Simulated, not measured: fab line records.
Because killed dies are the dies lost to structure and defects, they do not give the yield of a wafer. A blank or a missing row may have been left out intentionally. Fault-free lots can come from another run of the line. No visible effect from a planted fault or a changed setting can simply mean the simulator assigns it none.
Split-lot study -- flow n5 finfet -- 21 wafers read from 7 lots, route of 1938 steps

## THE SPLIT ITSELF
At N5_PMOS_HMC_CHANNEL_EPI_ETCH_38 (etches SiO2 in CF4, target depth 1.5 nm), the setting bias w was moved away from the recipe's 400 W on 8 of the 21 wafers read, by -14.9% to +16.5%. For the rest of the wafers, this setting stayed at what the recipe calls for.

The split's own step is where the reading is taken.

## THE READING
etch.depth nm (the simulator's own value, which no gauge read), in nm, at N5_PMOS_HMC_CHANNEL_EPI_ETCH_38 (etches SiO2 in CF4, target depth 1.5 nm). There is no usual value for it anywhere in the file. Here, 13 wafers ran the recipe; their average is 1.498 nm with a standard deviation of 0.012 nm.

wafer,"tool, chamber at the split","bias w as run, W",against the recipe,"etch.depth nm, nm",against lot-mates on the recipe
L082.2,"rie si-04, 3",381.4,-4.7%,1.491,-0.013
L082.3,"rie si-04, 1",400,recipe,1.507,-
L082.4,"rie si-04, 2",400,recipe,1.501,-
L083.1,"rie si-04, 1",362.3,-9.4%,1.465,-0.044
L083.2,"rie si-04, 0",400,recipe,1.509,-
L083.5,"rie si-04, 2",362.3,-9.4%,1.442,-0.067
L085.1,"rie si-02, 0",371.5,-7.1%,1.481,-0.029
L085.2,"rie si-02, 2",371.5,-7.1%,1.48,-0.030
L085.4,"rie si-02, 3",400,recipe,1.51,-
L089.3,"rie si-04, 2",400,recipe,1.488,-
L089.4,"rie si-04, 3",400,recipe,1.508,-
L089.5,"rie si-04, 1",466.1,+16.5%,1.594,+0.096
L092.3,"rie si-02, 0",400,recipe,1.501,-
L092.4,"rie si-02, 2",340.4,-14.9%,1.436,-0.065
L092.6,"rie si-02, 0",340.4,-14.9%,1.427,-0.074
L093.1,"rie si-04, 2",400,recipe,1.472,-
L093.2,"rie si-04, 3",400,recipe,1.498,-
L093.4,"rie si-04, 1",400,recipe,1.512,-
L094.3,"rie si-04, 0",400,recipe,1.49,-
L094.4,"rie si-04, 2",400,recipe,1.479,-
L094.5,"rie si-04, 1",400,recipe,1.495,-

THE FIT
A straight line over all 21 wafers: etch.depth nm changes by +0.00478 nm for each +1% of bias w; r = +0.93; the points scatter about the line by 0.013 nm.
The same after taking each lot's own level away (the mean of its wafers on the recipe; 21 wafers): +0.00519 nm for each +1%; r = +0.96; scatter 0.01 nm.
According to that fit, moving bias w by its largest amount changes the reading by 0.086 nm.
The span of the lots' own levels, 1.4880 to 1.5100 nm, comes to 1.8 times the standard deviation stated above.
The two slopes are in agreement: the lot-to-lot level therefore moves the slope only a little.
Check: for one of the wafers moved furthest among these (+16.5%), held out of the fit, the line's prediction against its lot-mates is +0.0806 nm. It came out at +0.096 nm against them.

## OTHER SPLITS ON THESE WAFERS
Note: prior to the reading, these wafers also went through further splits. Each is held against what the fit with the lots' levels taken away leaves over:
other split on the same wafers,wafers away from the commonest value,r with etch.depth nm (lot level and that fit taken away)
N5_WELL_APT_COAT_02 spin rpm,5,+0.24
N5_PMOS_HMC_CHANNEL_EPI_PEB_07 peb temp c,6,-0.18

## THE FILE'S OWN FIT
etch.depth nm changes by +0.00522 nm for each +1% of bias w, r = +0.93.
